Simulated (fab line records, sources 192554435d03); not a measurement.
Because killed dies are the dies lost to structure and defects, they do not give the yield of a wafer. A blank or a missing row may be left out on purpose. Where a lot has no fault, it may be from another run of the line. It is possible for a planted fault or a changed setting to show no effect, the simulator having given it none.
Chamber matching || flow n5-finfet || N5_MOL_CONTACT_COAG_VIA_ETCH_46 on rie-diel-05 has 4 sister chambers
The step etches SiO2 in C4F6/O2, target depth 46 nm, overetch 9.2 nm, time 40 s. 16 wafers are shown with their chamber, then 8 later ones without.

## WAFERS, EACH WITH ITS CHAMBER
{"wafer": "L077.1", "chamber": 0, "showerhead-plenum-p-Torr (Torr)": 3.00, "rf-vpp-V (V)": 1575, "drypump-motor-current-A (A)": 6.2}
{"wafer": "L077.4", "chamber": 1, "showerhead-plenum-p-Torr (Torr)": 2.98, "rf-vpp-V (V)": 1597, "drypump-motor-current-A (A)": 5.9}
{"wafer": "L077.6", "chamber": 0, "showerhead-plenum-p-Torr (Torr)": 3.00, "rf-vpp-V (V)": 1576, "drypump-motor-current-A (A)": 6.2}
{"wafer": "L078.1", "chamber": 1, "showerhead-plenum-p-Torr (Torr)": 2.99, "rf-vpp-V (V)": 1600, "drypump-motor-current-A (A)": 5.8}
{"wafer": "L078.3", "chamber": 3, "showerhead-plenum-p-Torr (Torr)": 2.92, "rf-vpp-V (V)": 1586, "drypump-motor-current-A (A)": 5.8}
{"wafer": "L078.6", "chamber": 0, "showerhead-plenum-p-Torr (Torr)": 3.00, "rf-vpp-V (V)": 1575, "drypump-motor-current-A (A)": 6.2}
{"wafer": "L080.3", "chamber": 3, "showerhead-plenum-p-Torr (Torr)": 2.91, "rf-vpp-V (V)": 1585, "drypump-motor-current-A (A)": 5.9}
{"wafer": "L080.4", "chamber": 1, "showerhead-plenum-p-Torr (Torr)": 2.98, "rf-vpp-V (V)": 1599, "drypump-motor-current-A (A)": 5.8}
{"wafer": "L080.5", "chamber": 3, "showerhead-plenum-p-Torr (Torr)": 2.91, "rf-vpp-V (V)": 1587, "drypump-motor-current-A (A)": 5.9}
{"wafer": "L081.1", "chamber": 1, "showerhead-plenum-p-Torr (Torr)": 2.98, "rf-vpp-V (V)": 1598, "drypump-motor-current-A (A)": 5.8}
{"wafer": "L081.5", "chamber": 3, "showerhead-plenum-p-Torr (Torr)": 2.91, "rf-vpp-V (V)": 1587, "drypump-motor-current-A (A)": 5.8}
{"wafer": "L081.6", "chamber": 0, "showerhead-plenum-p-Torr (Torr)": 3.00, "rf-vpp-V (V)": 1575, "drypump-motor-current-A (A)": 6.2}
{"wafer": "L082.1", "chamber": 3, "showerhead-plenum-p-Torr (Torr)": 2.91, "rf-vpp-V (V)": 1586, "drypump-motor-current-A (A)": 5.9}
{"wafer": "L082.5", "chamber": 3, "showerhead-plenum-p-Torr (Torr)": 2.91, "rf-vpp-V (V)": 1585, "drypump-motor-current-A (A)": 5.8}
{"wafer": "L082.6", "chamber": 2, "showerhead-plenum-p-Torr (Torr)": 2.76, "rf-vpp-V (V)": 1613, "drypump-motor-current-A (A)": 5.4}
{"wafer": "L087.3", "chamber": 3, "showerhead-plenum-p-Torr (Torr)": 2.91, "rf-vpp-V (V)": 1585, "drypump-motor-current-A (A)": 5.8}

SIGNATURES, as means of the wafers listed above
{"reading": "showerhead-plenum-p-Torr", "chamber 0": 3.0000, "chamber 1": 2.9825, "chamber 2": 2.7600, "chamber 3": 2.9114, "scatter within a chamber": 0.00366}
{"reading": "rf-vpp-V", "chamber 0": 1575.25, "chamber 1": 1598.50, "chamber 2": 1613.00, "chamber 3": 1585.86, "scatter within a chamber": 0.94}
{"reading": "drypump-motor-current-A", "chamber 0": 6.200, "chamber 1": 5.825, "chamber 2": 5.400, "chamber 3": 5.843, "scatter within a chamber": 0.0453}
Rule: distance of a wafer from a chamber = root of the sum over the readings of ((wafer's reading minus chamber's mean) / reading's scatter) squared. The wafer belongs to the nearest chamber; if the next one is less than 2 further off, it can't be placed. The scatter: take each reading less its chamber's mean, square it, sum over the shown wafers, divide by the number of wafers less the number of chambers, and take the root.

## WAFERS WITHOUT THEIR CHAMBER
{"wafer": "L087.4", "showerhead-plenum-p-Torr (Torr)": 2.99, "rf-vpp-V (V)": 1575, "drypump-motor-current-A (A)": 6.2}
{"wafer": "L087.5", "showerhead-plenum-p-Torr (Torr)": 2.99, "rf-vpp-V (V)": 1575, "drypump-motor-current-A (A)": 6.2}
{"wafer": "L092.1", "showerhead-plenum-p-Torr (Torr)": 2.99, "rf-vpp-V (V)": 1575, "drypump-motor-current-A (A)": 6.2}
{"wafer": "L092.4", "showerhead-plenum-p-Torr (Torr)": 2.97, "rf-vpp-V (V)": 1598, "drypump-motor-current-A (A)": 5.9}
{"wafer": "L092.6", "showerhead-plenum-p-Torr (Torr)": 2.99, "rf-vpp-V (V)": 1573, "drypump-motor-current-A (A)": 6.2}
{"wafer": "L093.3", "showerhead-plenum-p-Torr (Torr)": 2.90, "rf-vpp-V (V)": 1585, "drypump-motor-current-A (A)": 5.8}
{"wafer": "L093.4", "showerhead-plenum-p-Torr (Torr)": 2.75, "rf-vpp-V (V)": 1612, "drypump-motor-current-A (A)": 5.4}
{"wafer": "L093.5", "showerhead-plenum-p-Torr (Torr)": 2.97, "rf-vpp-V (V)": 1598, "drypump-motor-current-A (A)": 5.8}

## EACH ONE'S CHAMBER
{"wafer": "L087.4", "from the rows above": 0, "in truth": 0}
{"wafer": "L087.5", "from the rows above": 0, "in truth": 0}
{"wafer": "L092.1", "from the rows above": 0, "in truth": 0}
{"wafer": "L092.4", "from the rows above": 1, "in truth": 1}
{"wafer": "L092.6", "from the rows above": 0, "in truth": 0}
{"wafer": "L093.3", "from the rows above": 3, "in truth": 3}
{"wafer": "L093.4", "from the rows above": 2, "in truth": 2}
{"wafer": "L093.5", "from the rows above": 1, "in truth": 1}
Correct placement for 8 of the 8. Left unplaced by these rows: 0. Number placed wrongly: 0.
